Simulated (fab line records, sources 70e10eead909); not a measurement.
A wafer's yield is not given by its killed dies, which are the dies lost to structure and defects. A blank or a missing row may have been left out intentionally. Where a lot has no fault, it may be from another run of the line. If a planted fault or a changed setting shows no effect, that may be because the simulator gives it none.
Which tool is to blame? :: flow nandHarc :: 18 wafers from 6 lots sampled at 5 of the route's 1159 steps

WHAT THE GAUGES SHOWED, per wafer
NHARC_END_SORT_01.
lot: L775
measured: day 20 18:38
on: prober-01
killedAtOther: 0 0 0

lot: L782
measured: day 22 10:50
on: prober-01
killedAtOther: 3 3 2

lot: L787
measured: day 23 23:07
on: prober-02
killedAtOther: 1 0 2

TOOL THAT RAN EACH LOT (tool first, then ch and the chambers of the sampled wafers, then the start)
lot: L769
NHARC_A_SGD_CUT_ETCH_58: rieDiel-04 ch 0,1,2, day 14 04:56
NHARC_A_SLIT_DEP_25: pecvd-02 ch 0,1,2, day 14 11:21
NHARC_A_SLIT_SOFTBAKE_04: lithoTrack-04 ch 0, day 14 14:00
NHARC_A_SLIT_DESCUM_14: rieDiel-01 ch 0,1,3, day 14 14:45

lot: L772
NHARC_A_SGD_CUT_ETCH_58: rieDiel-02 ch 1,2,3, day 14 09:56
NHARC_A_SLIT_DEP_25: pecvd-02 ch 0,2, day 14 15:35
NHARC_A_SLIT_SOFTBAKE_04: lithoTrack-06 ch 0, day 14 18:00
NHARC_A_SLIT_DESCUM_14: rieDiel-03 ch 0,3, day 14 19:35

lot: L775
NHARC_A_SGD_CUT_ETCH_58: rieDiel-13 ch 0,1,3, day 15 08:43
NHARC_A_SLIT_DEP_25: pecvd-02 ch 0,1,2, day 15 15:07
NHARC_A_SLIT_SOFTBAKE_04: lithoTrack-04 ch 0, day 15 17:00
NHARC_A_SLIT_DESCUM_14: rieDiel-03 ch 2,3, day 15 18:11

lot: L782
NHARC_A_SGD_CUT_ETCH_58: rieDiel-02 ch 0,2,3, day 17 06:42
NHARC_A_SLIT_DEP_25: pecvd-01 ch 0,1, day 17 13:19
NHARC_A_SLIT_SOFTBAKE_04: lithoTrack-01 ch 0, day 17 16:00
NHARC_A_SLIT_DESCUM_14: rieDiel-03 ch 0,2, day 17 17:29

lot: L787
NHARC_A_SGD_CUT_ETCH_58: rieDiel-13 ch 1,3, day 18 14:44
NHARC_A_SLIT_DEP_25: pecvd-04 ch 0,1,2, day 18 22:41
NHARC_A_SLIT_SOFTBAKE_04: lithoTrack-01 ch 0, day 19 01:00
NHARC_A_SLIT_DESCUM_14: rieDiel-07 ch 0,1,2, day 19 01:49

lot: L791
NHARC_A_SGD_CUT_ETCH_58: rieDiel-13 ch 1,2, day 20 07:55
NHARC_A_SLIT_DEP_25: pecvd-01 ch 0,2, day 20 14:07
NHARC_A_SLIT_SOFTBAKE_04: lithoTrack-04 ch 0, day 20 17:00
NHARC_A_SLIT_DESCUM_14: rieDiel-07 ch 1,2, day 20 18:13
- NHARC_A_SGD_CUT_ETCH_58: etches the open film in CF4, target depth 39 nm, time 65 s.
- NHARC_A_SLIT_DEP_25: deposits SiO2, target thk 200 nm.
- NHARC_A_SLIT_SOFTBAKE_04: time 55 s.
- NHARC_A_SLIT_DESCUM_14: chemistry O2, time 3 s.

THE ANSWER, worked out from the rows above alone
Rule: usual is defined by the lots themselves. Put in order of their means at a reading, lots are off if they are a third of the lots or fewer, leave a main group of 4 or more, and stand apart from it by a gap of 3 or more times the standard deviation of the main group's means; of several such gaps the widest counts. The tables above print the reading to a certain number of digits; a main group whose means all agree to those digits is not used. A lot without any number at a reading at which 4 lots or more have one is off too. Where the step has rows for the other lots, those lots are counted as sound.
Across all readings shown, no lot is off: no conclusion can be drawn from this.

WHAT HAD BEEN PUT IN BY THE SIMULATOR
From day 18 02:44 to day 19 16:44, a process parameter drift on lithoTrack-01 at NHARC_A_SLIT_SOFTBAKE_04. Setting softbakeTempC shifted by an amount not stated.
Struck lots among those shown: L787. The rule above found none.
